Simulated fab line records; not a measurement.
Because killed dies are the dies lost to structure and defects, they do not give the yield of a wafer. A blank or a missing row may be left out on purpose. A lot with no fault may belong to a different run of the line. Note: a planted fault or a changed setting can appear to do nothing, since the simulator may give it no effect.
Which tool is to blame? | flow nand harc | 36 wafers from 12 lots sampled at 3 of the route's 1302 steps

== WHAT THE GAUGES SHOWED, per wafer ==
NHARC_A_ONON_D2_THK_MEAS_30: measures by ellipsometry.
lot  | measured     | on            | thk nm (nm)
L598 | day 12 11:41 | film metro-01 | 1011 1013 1012
L599 | day 13 08:59 | film metro-02 | 989 989 988
L601 | day 13 23:13 | film metro-02 | 996 997 996
L604 | day 15 13:12 | film metro-01 | 1003 1003 1002
L606 | day 16 03:55 | film metro-01 | 993 993 993
L605 | day 16 03:56 | film metro-02 | 1025 1025 1025
L607 | day 16 11:58 | film metro-02 | 1009 1011 1009
L608 | day 17 07:56 | film metro-01 | 999 1001 998
L613 | day 19 05:23 | film metro-01 | 1005 1005 1004
L614 | day 19 14:34 | film metro-02 | 1006 1004 1007
L617 | day 20 19:54 | film metro-02 | 1010 1009 1009
L621 | day 22 13:19 | film metro-02 | 997 998 998

NHARC_A_ONON_D2_THK_MEAS_34: measures by ellipsometry.
lot  | measured     | on            | thk nm (nm)
L598 | day 12 12:25 | film metro-02 | 205 204 202
L599 | day 13 09:27 | film metro-01 | 201 197 201
L601 | day 13 23:41 | film metro-02 | 195 198 199
L604 | day 15 13:41 | film metro-01 | 201 205 204
L606 | day 16 04:25 | film metro-01 | 197 196 200
L605 | day 16 04:26 | film metro-02 | 199 201 201
L607 | day 16 12:26 | film metro-01 | 194 197 194
L608 | day 17 08:24 | film metro-02 | 197 199 198
L613 | day 19 05:51 | film metro-01 | 220 223 221
L614 | day 19 15:03 | film metro-02 | 218 220 222
L617 | day 20 20:22 | film metro-01 | 201 203 207
L621 | day 22 13:46 | film metro-01 | 196 198 199

== WHAT TOOL EACH LOT RAN ON (gives the tool, then ch and the chambers of the sampled wafers, and finally the start) ==
lot  | NHARC_A_ONON_D2_DEP_33
L598 | pecvd-01 ch 0,1, day 12 12:03
L599 | pecvd-04 ch 0,1,2, day 13 09:02
L601 | pecvd-02 ch 0,2, day 13 23:17
L604 | pecvd-01 ch 0,1,2, day 15 13:16
L606 | pecvd-02 ch 1,2, day 16 04:01
L605 | pecvd-01 ch 0,1, day 16 03:59
L607 | pecvd-04 ch 0,1,2, day 16 12:01
L608 | pecvd-02 ch 0,2, day 17 08:05
L613 | pecvd-02 ch 0,1,2, day 19 05:26
L614 | pecvd-02 ch 0,1,2, day 19 14:41
L617 | pecvd-01 ch 0,2, day 20 20:00
L621 | pecvd-01 ch 0,1,2, day 22 13:22
- NHARC_A_ONON_D2_DEP_33: deposits SiO2, target thk 200 nm.

== WHAT THE TOOLS THEMSELVES READ (means of the sampled wafers that have a number; where no wafer has one, the mark that the record gives instead) ==
NHARC_A_ONON_D2_DEP_33.
lot  | tool     | heater power w (W) | rf fwd power W (W) | showerhead vpp V (V) | throttle valve pct (%)
L598 | pecvd-01 | 613                | 898.5              | 1867                 | 15.3
L599 | pecvd-04 | 569                | 897.0              | 1843                 | 16.2
L601 | pecvd-02 | 518                | 896.0              | 1923                 | 16.1
L604 | pecvd-01 | 527                | 899.5              | 1830                 | 15.5
L606 | pecvd-02 | 524                | 898.5              | 1776                 | 16.0
L605 | pecvd-01 | 543                | 898.4              | 1887                 | 15.4
L607 | pecvd-04 | 607                | 902.0              | 1838                 | 16.4
L608 | pecvd-02 | 530                | 897.4              | 1913                 | 16.3
L613 | pecvd-02 | 443                | 1258.8             | 2191                 | 15.7
L614 | pecvd-02 | 397                | 1258.2             | 2169                 | 15.7
L617 | pecvd-01 | 536                | 897.7              | 1831                 | 16.3
L621 | pecvd-01 | 532                | 897.5              | 1832                 | 15.5

== THE ANSWER, worked out from the rows above alone ==
Rule: what is usual is taken from the lots themselves. The widest of any qualifying gaps counts: lots, ordered by their means at a reading, are off when they make up no more than a third of the lots, leave a main group of 4 or more, and stand apart from it by 3 or more times the standard deviation of that group's means. The tables above print the reading to a certain number of digits; a main group whose means all agree to those digits is not used. Also off: a lot with no number at a reading for which 4 or more lots have one. Where the step has rows for the other lots, those lots are counted as sound. The gauges are gone through in route order, then the tools' own readings, and for those a lot's mean is taken as printed above. At the first step where some lot is off, the reading lying furthest off is the one used; lots without a number count as furthest.
Off at NHARC_A_ONON_D2_THK_MEAS_34 (thk nm): L613, L614. For the main group the mean is 200 nm and the standard deviation 2.9.
If a tool, at a process step before that reading, ran all the lots that are off and no sound lot after the first of them, it fits. Not tried: the gauges at NHARC_A_ONON_D2_THK_MEAS_34; whatever is off there is also off at NHARC_A_ONON_D2_DEP_33, on other tools, and gauge error can't account for it. One candidate fits, namely pecvd-02 at NHARC_A_ONON_D2_DEP_33. Its last sound lot is L608 (day 17 08:05), its first lot that is off L613 (day 19 05:26): a fault that began between those two fits.
The tool's own readings at NHARC_A_ONON_D2_DEP_33 bear it out: on the lots that are off they differ by more than 5 times the standard deviation of the sound lots' means. rf fwd power W reads 1258.5 W there against 898.2 W on the sound lots; showerhead vpp V reads 2180 V there against 1854 V on the sound lots.

== WHAT HAD BEEN PUT IN BY THE SIMULATOR ==
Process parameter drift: pecvd-02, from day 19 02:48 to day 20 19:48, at NHARC_A_ONON_D2_DEP_33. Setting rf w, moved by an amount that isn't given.
Shown lots that were struck: L613, L614. This agrees with what the rule above found.
